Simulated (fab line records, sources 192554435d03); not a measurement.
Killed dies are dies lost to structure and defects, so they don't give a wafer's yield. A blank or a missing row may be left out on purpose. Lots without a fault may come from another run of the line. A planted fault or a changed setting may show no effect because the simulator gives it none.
Chamber matching | flow n5_finfet | N5_BEOL_M2_ETCH_69 on rie_diel-05: 4 sister chambers
The step etches SiARC in CF4, target depth 15.6 nm, time 26 s. 18 wafers are shown with their chamber, then 9 later ones without.

WAFERS WITH THEIR CHAMBER
wafer  | chamber | showerhead_plenum_p_Torr (Torr) | drypump_motor_current_A (A) | throttle_valve_pct (%)
L077.1 | 3       | 2.27                            | 4.9                         | 15.41
L077.2 | 2       | 2.08                            | 5.6                         | 15.76
L077.5 | 3       | 2.27                            | 5.0                         | 15.41
L079.3 | 3       | 2.27                            | 4.9                         | 15.41
L079.4 | 0       | 2.10                            | 5.5                         | 15.34
L079.6 | 1       | 2.18                            | 6.1                         | 15.24
L080.3 | 2       | 2.08                            | 5.6                         | 15.76
L080.5 | 2       | 2.08                            | 5.7                         | 15.74
L080.6 | 1       | 2.18                            | 6.1                         | 15.27
L082.2 | 1       | 2.18                            | 6.1                         | 15.26
L082.4 | 3       | 2.27                            | 4.9                         | 15.42
L082.6 | 3       | 2.27                            | 5.0                         | 15.45
L087.1 | 1       | 2.18                            | 6.1                         | 15.28
L087.3 | 2       | 2.08                            | 5.6                         | 15.80
L087.6 | 3       | 2.26                            | 4.9                         | 15.45
L090.1 | 1       | 2.18                            | 6.1                         | 15.30
L090.3 | 2       | 2.08                            | 5.6                         | 15.83
L090.4 | 0       | 2.10                            | 5.5                         | 15.39

SIGNATURES (means of the wafers above)
reading                  | chamber 0 | chamber 1 | chamber 2 | chamber 3 | scatter within a chamber
showerhead_plenum_p_Torr | 2.1000    | 2.1800    | 2.0800    | 2.2683    | 0.00244
drypump_motor_current_A  | 5.500     | 6.100     | 5.620     | 4.933     | 0.039
throttle_valve_pct       | 15.3650   | 15.2700   | 15.7780   | 15.4250   | 0.0274
Rule: a wafer's distance from a chamber is the root of the sum, over the readings, of the square of ((its reading less the chamber's mean) divided by the reading's scatter). The wafer belongs to the nearest chamber; if the next one is less than 2 further off, it can't be placed. The scatter: the root of (the sum of the squares of (reading less its chamber's mean) over the shown wafers, divided by (wafers less chambers)).

WAFERS WITHOUT THEIR CHAMBER
wafer  | showerhead_plenum_p_Torr (Torr) | drypump_motor_current_A (A) | throttle_valve_pct (%)
L091.2 | 2.26                            | 5.0                         | 15.48
L091.5 | 2.26                            | 4.9                         | 15.47
L091.6 | 2.07                            | 5.6                         | 15.81
L093.1 | 2.09                            | 5.5                         | 15.38
L093.3 | 2.26                            | 5.0                         | 15.47
L093.4 | 2.18                            | 6.1                         | 15.32
L097.1 | 2.07                            | 5.7                         | 15.84
L097.3 | 2.26                            | 5.0                         | 15.52
L097.5 | 2.09                            | 5.5                         | 15.42

WHICH CHAMBER EACH WENT THROUGH
wafer  | from the rows above | in truth
L091.2 | 3                   | 3
L091.5 | 3                   | 3
L091.6 | 2                   | 2
L093.1 | 0                   | 0
L093.3 | 3                   | 3
L093.4 | 1                   | 1
L097.1 | 2                   | 2
L097.3 | 3                   | 3
L097.5 | 0                   | 0
Placed correctly: 9 of 9. Can't be placed from these rows: 0. Placed wrongly: 0.
